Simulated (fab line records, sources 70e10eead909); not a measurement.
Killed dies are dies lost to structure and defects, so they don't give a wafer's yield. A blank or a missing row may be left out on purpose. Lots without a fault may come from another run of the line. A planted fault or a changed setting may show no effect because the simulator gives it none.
Which tool did it? | flow nand_harc | 24 lots, 72 wafers sampled, at 1 step of a route of 1302

WHAT THE GAUGES READ, wafer by wafer
NHARC_P_STI_INSPECT_25. Usual: raw_defect_count 237, standard deviation 100.
lot  | measured     | on                | raw_defect_count | flag
L074 | day 4 08:19  | defect_inspect-01 | 280 449 284      |
L075 | day 4 08:19  | defect_inspect-02 | 214 172 231      |
L077 | day 5 01:54  | defect_inspect-02 | 205 165 218      |
L076 | day 5 01:54  | defect_inspect-01 | 400 195 194      |
L078 | day 5 15:02  | defect_inspect-02 | 103 115 157      |
L079 | day 6 02:34  | defect_inspect-02 | 178 240 253      |
L080 | day 6 19:53  | defect_inspect-02 | 241 265 239      |
L081 | day 7 00:06  | defect_inspect-02 | 141 223 323      |
L083 | day 7 12:38  | defect_inspect-01 | 424 417 501      |
L082 | day 7 12:38  | defect_inspect-02 | 150 184 240      |
L084 | day 8 03:23  | defect_inspect-01 | 220 263 194      |
L085 | day 8 13:33  | defect_inspect-01 | 320 254 567      |
L086 | day 8 21:02  | defect_inspect-01 | 156 270 230      |
L087 | day 9 11:39  | defect_inspect-01 | 163 147 151      |
L089 | day 10 03:00 | defect_inspect-01 | 243 191 253      |
L088 | day 10 03:00 | defect_inspect-01 | 143 220 239      |
L090 | day 10 15:54 | defect_inspect-01 | 235 285 213      |
L091 | day 10 23:42 | defect_inspect-01 | 163 154 240      |
L092 | day 11 14:39 | defect_inspect-01 | 134 177 190      |
L093 | day 11 20:11 | defect_inspect-02 | 259 303 211      |
L094 | day 12 07:02 | defect_inspect-02 | 256 199 305      |
L095 | day 13 01:24 | defect_inspect-01 | 198 236 142      |
L096 | day 13 06:13 | defect_inspect-01 | 183 194 259      |
L097 | day 13 22:32 | defect_inspect-01 | 103 174 174      |

WHICH TOOL RAN EACH LOT (tool, then ch and the chambers of the sampled wafers, then the start)
The record holds no process step before these readings.

WHAT THE TOOLS THEMSELVES READ (means of the sampled wafers that have a number; where no wafer has one, the mark that the record gives instead)
The record holds no such reading with a usual standard deviation.

THE ANSWER, worked out from the rows above alone
Rule: a lot is off if the mean of its wafers that have a number lies more than 3 standard deviations from the usual mean. A lot without any number at a reading at which 4 lots or more have one is off too. The other lots that the step has rows for count as sound. The gauges are gone through in route order, then the tools' own readings, and for those a lot's mean is taken as printed above. The first step at which some lot is off is used, and at that step the reading that is off furthest; a lot without a number counts as furthest.
No lot is off at any reading shown: from this, nothing can be told.

WHAT THE SIMULATOR HAD PUT IN
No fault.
